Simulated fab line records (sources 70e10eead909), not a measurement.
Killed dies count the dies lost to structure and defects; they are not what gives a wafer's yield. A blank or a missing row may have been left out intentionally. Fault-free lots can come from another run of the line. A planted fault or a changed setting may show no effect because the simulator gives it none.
Comparing a struck lot with a sound one || flow nand_harc || 14 steps out of a route of 1302
Sound: wafers L287.1, L287.2, L287.4. Wafers struck: L293.1, L293.3, L293.4. Last of all comes the cause.
Each step with rows lists, per side, the tool, then ch with its chambers, then its first start. Under that, the readings that differ: sound wafers || struck wafers || difference of the means || sigmas: that difference in standard deviations of wafers without a fault.
alike: same words and numbers on both sides, and readings whose means sit less than 2 such deviations apart. not compared: any withheld reading, any reading some wafer has no value for, any bound like >300 that may hide the same value, and any number with overlapping values for which the record gives no deviation.
Wherever a step has rows on one side only, a row that says differs or no value, or a row with sigmas, the two part there. Numbers that don't overlap but have no deviation are shown without sigmas and don't part them. A reading that every wafer of one side lacks parts them only if that side has two wafers or more.

first, 1 step without rows for these wafers: NHARC_A_ONON_D1_DEP_12 (target thk 1000 nm).
NHARC_A_ONON_D1_THK_MEAS_14: measures by ellipsometry.
  sound on film_metro-02, day 10 13:35; struck on film_metro-02, day 12 20:08
  alike: thk_nm
then, 2 steps without rows for these wafers: NHARC_A_ONON_D1_ANNEAL_15 (time 3600 s); NHARC_A_ONON_D1_DEP_16 (target thk 1000 nm).
NHARC_A_ONON_D1_THK_MEAS_18: measures by ellipsometry.
  sound on film_metro-01, day 10 23:41; struck on film_metro-01, day 13 04:53
  alike: thk_nm
after that, 1 step with no rows for these wafers: NHARC_A_ONON_D1_DEP_19 (target thk 1000 nm).
NHARC_A_ONON_D1_THK_MEAS_21: measures by ellipsometry.
  sound on film_metro-02, day 11 00:14; struck on film_metro-02, day 13 05:27
  alike: thk_nm
after that, 1 step with no rows for these wafers: NHARC_A_ONON_D1_DEP_22 (target thk 1000 nm).
NHARC_A_ONON_D1_THK_MEAS_24: measures by ellipsometry.
  sound on film_metro-01, day 11 00:49; struck on film_metro-02, day 13 06:01
{"reading": "thk_nm (nm)", "sound": "967 967 968", "struck": "993 993 993", "difference": "+26", "sigmas": "+2"}
after that, 1 step with no rows for these wafers: NHARC_A_ONON_D1_DEP_25 (target thk 1000 nm).
NHARC_A_ONON_D1_THK_MEAS_27: measures by ellipsometry.
  sound on film_metro-01, day 11 01:22; struck on film_metro-01, day 13 06:34
  alike: thk_nm
NHARC_A_ONON_D1_DEP_28: target thk 1000 nm.
  sound on pecvd_onon-01 ch 0, day 11 01:26; struck on pecvd_onon-01 ch 0, day 13 06:38
NHARC_A_ONON_D1_THK_MEAS_30: measures by ellipsometry.
  sound on film_metro-01, day 11 01:58; struck on film_metro-02, day 13 07:08
{"reading": "thk_nm (nm)", "sound": "988 989 989", "struck": "1061 1060 1059", "difference": "+71", "sigmas": "+7"}
NHARC_A_ONON_D1_DEP_33: deposits SiO2, target thk 200 nm.
  sound on pecvd-02 ch 0,1, day 11 02:05; struck on pecvd-02 ch 0,1, day 13 07:12
  alike: flow_sccm, heater_power_w, throttle_valve_pct

## WHERE THEY PART
At NHARC_A_ONON_D1_THK_MEAS_24 first; at NHARC_A_ONON_D1_THK_MEAS_30 last (within this record only). Later steps at which nothing parts them and some readings are alike: NHARC_A_ONON_D1_DEP_33.

WHY: what the simulator had put in
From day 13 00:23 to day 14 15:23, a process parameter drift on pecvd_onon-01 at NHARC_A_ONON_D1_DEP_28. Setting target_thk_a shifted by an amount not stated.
